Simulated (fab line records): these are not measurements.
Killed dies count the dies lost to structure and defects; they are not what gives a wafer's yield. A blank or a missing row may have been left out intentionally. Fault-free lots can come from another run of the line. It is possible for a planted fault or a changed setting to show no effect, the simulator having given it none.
Matching of chambers :: flow n5_finfet :: N5_BEOL_M11_ETCH_61 on rie_diel-02 has 4 sister chambers
The step etches SiARC in CF4, target depth 39 nm, time 65 s. 18 wafers are shown with their chamber, then 9 later ones without.

WAFERS, EACH WITH ITS CHAMBER
wafer: L074.1
chamber: 3
drypump_motor_current_A (A): 6.1
throttle_valve_pct (%): 15.25
showerhead_plenum_p_Torr (Torr): 2.15

wafer: L074.2
chamber: 1
drypump_motor_current_A (A): 4.9
throttle_valve_pct (%): 15.40
showerhead_plenum_p_Torr (Torr): 2.10

wafer: L074.5
chamber: 0
drypump_motor_current_A (A): 5.6
throttle_valve_pct (%): 15.70
showerhead_plenum_p_Torr (Torr): 2.18

wafer: L079.1
chamber: 3
drypump_motor_current_A (A): 6.2
throttle_valve_pct (%): 15.28
showerhead_plenum_p_Torr (Torr): 2.15

wafer: L079.4
chamber: 1
drypump_motor_current_A (A): 4.9
throttle_valve_pct (%): 15.43
showerhead_plenum_p_Torr (Torr): 2.09

wafer: L079.5
chamber: 3
drypump_motor_current_A (A): 6.1
throttle_valve_pct (%): 15.28
showerhead_plenum_p_Torr (Torr): 2.15

wafer: L081.4
chamber: 0
drypump_motor_current_A (A): 5.6
throttle_valve_pct (%): 15.73
showerhead_plenum_p_Torr (Torr): 2.18

wafer: L081.5
chamber: 2
drypump_motor_current_A (A): 5.4
throttle_valve_pct (%): 15.39
showerhead_plenum_p_Torr (Torr): 2.17

wafer: L081.6
chamber: 3
drypump_motor_current_A (A): 6.1
throttle_valve_pct (%): 15.27
showerhead_plenum_p_Torr (Torr): 2.15

wafer: L089.1
chamber: 2
drypump_motor_current_A (A): 5.4
throttle_valve_pct (%): 15.40
showerhead_plenum_p_Torr (Torr): 2.17

wafer: L089.3
chamber: 3
drypump_motor_current_A (A): 6.2
throttle_valve_pct (%): 15.29
showerhead_plenum_p_Torr (Torr): 2.14

wafer: L089.4
chamber: 1
drypump_motor_current_A (A): 4.9
throttle_valve_pct (%): 15.43
showerhead_plenum_p_Torr (Torr): 2.09

wafer: L087.3
chamber: 0
drypump_motor_current_A (A): 5.6
throttle_valve_pct (%): 15.75
showerhead_plenum_p_Torr (Torr): 2.17

wafer: L087.4
chamber: 1
drypump_motor_current_A (A): 4.9
throttle_valve_pct (%): 15.44
showerhead_plenum_p_Torr (Torr): 2.09

wafer: L087.6
chamber: 3
drypump_motor_current_A (A): 6.1
throttle_valve_pct (%): 15.28
showerhead_plenum_p_Torr (Torr): 2.15

wafer: L088.4
chamber: 0
drypump_motor_current_A (A): 5.5
throttle_valve_pct (%): 15.74
showerhead_plenum_p_Torr (Torr): 2.17

wafer: L088.5
chamber: 3
drypump_motor_current_A (A): 6.2
throttle_valve_pct (%): 15.30
showerhead_plenum_p_Torr (Torr): 2.14

wafer: L088.6
chamber: 2
drypump_motor_current_A (A): 5.4
throttle_valve_pct (%): 15.42
showerhead_plenum_p_Torr (Torr): 2.17

SIGNATURES (averages over the wafers above)
reading: drypump_motor_current_A
chamber 0: 5.575
chamber 1: 4.900
chamber 2: 5.400
chamber 3: 6.143
scatter within a chamber: 0.042

reading: throttle_valve_pct
chamber 0: 15.7300
chamber 1: 15.4250
chamber 2: 15.4033
chamber 3: 15.2786
scatter within a chamber: 0.0174

reading: showerhead_plenum_p_Torr
chamber 0: 2.1750
chamber 1: 2.0925
chamber 2: 2.1700
chamber 3: 2.1471
scatter within a chamber: 0.00476
Rule: a wafer's distance from a chamber is the root of the sum, over the readings, of the square of ((its reading less the chamber's mean) divided by the reading's scatter). If the next closest chamber is less than 2 further off than the closest, the wafer can't be placed; otherwise it belongs to the closest. The scatter: the root of (the sum of the squares of (reading less its chamber's mean) over the shown wafers, divided by (wafers less chambers)).

WAFERS WHOSE CHAMBER IS MISSING
wafer: L091.2
drypump_motor_current_A (A): 6.1
throttle_valve_pct (%): 15.29
showerhead_plenum_p_Torr (Torr): 2.14

wafer: L091.4
drypump_motor_current_A (A): 5.4
throttle_valve_pct (%): 15.42
showerhead_plenum_p_Torr (Torr): 2.17

wafer: L091.5
drypump_motor_current_A (A): 6.1
throttle_valve_pct (%): 15.30
showerhead_plenum_p_Torr (Torr): 2.14

wafer: L093.1
drypump_motor_current_A (A): 5.6
throttle_valve_pct (%): 15.75
showerhead_plenum_p_Torr (Torr): 2.17

wafer: L093.4
drypump_motor_current_A (A): 6.1
throttle_valve_pct (%): 15.31
showerhead_plenum_p_Torr (Torr): 2.14

wafer: L093.5
drypump_motor_current_A (A): 6.2
throttle_valve_pct (%): 15.29
showerhead_plenum_p_Torr (Torr): 2.14

wafer: L094.1
drypump_motor_current_A (A): 6.2
throttle_valve_pct (%): 15.34
showerhead_plenum_p_Torr (Torr): 2.14

wafer: L094.2
drypump_motor_current_A (A): 4.9
throttle_valve_pct (%): 15.45
showerhead_plenum_p_Torr (Torr): 2.09

wafer: L094.4
drypump_motor_current_A (A): 5.6
throttle_valve_pct (%): 15.76
showerhead_plenum_p_Torr (Torr): 2.17

EACH ONE'S CHAMBER
wafer: L091.2
from the rows above: 3
in truth: 3

wafer: L091.4
from the rows above: 2
in truth: 2

wafer: L091.5
from the rows above: 3
in truth: 3

wafer: L093.1
from the rows above: 0
in truth: 0

wafer: L093.4
from the rows above: 3
in truth: 3

wafer: L093.5
from the rows above: 3
in truth: 3

wafer: L094.1
from the rows above: 3
in truth: 3

wafer: L094.2
from the rows above: 1
in truth: 1

wafer: L094.4
from the rows above: 0
in truth: 0
9 of 9 placed correctly. Not placeable from these rows: 0. Wrongly placed: 0.
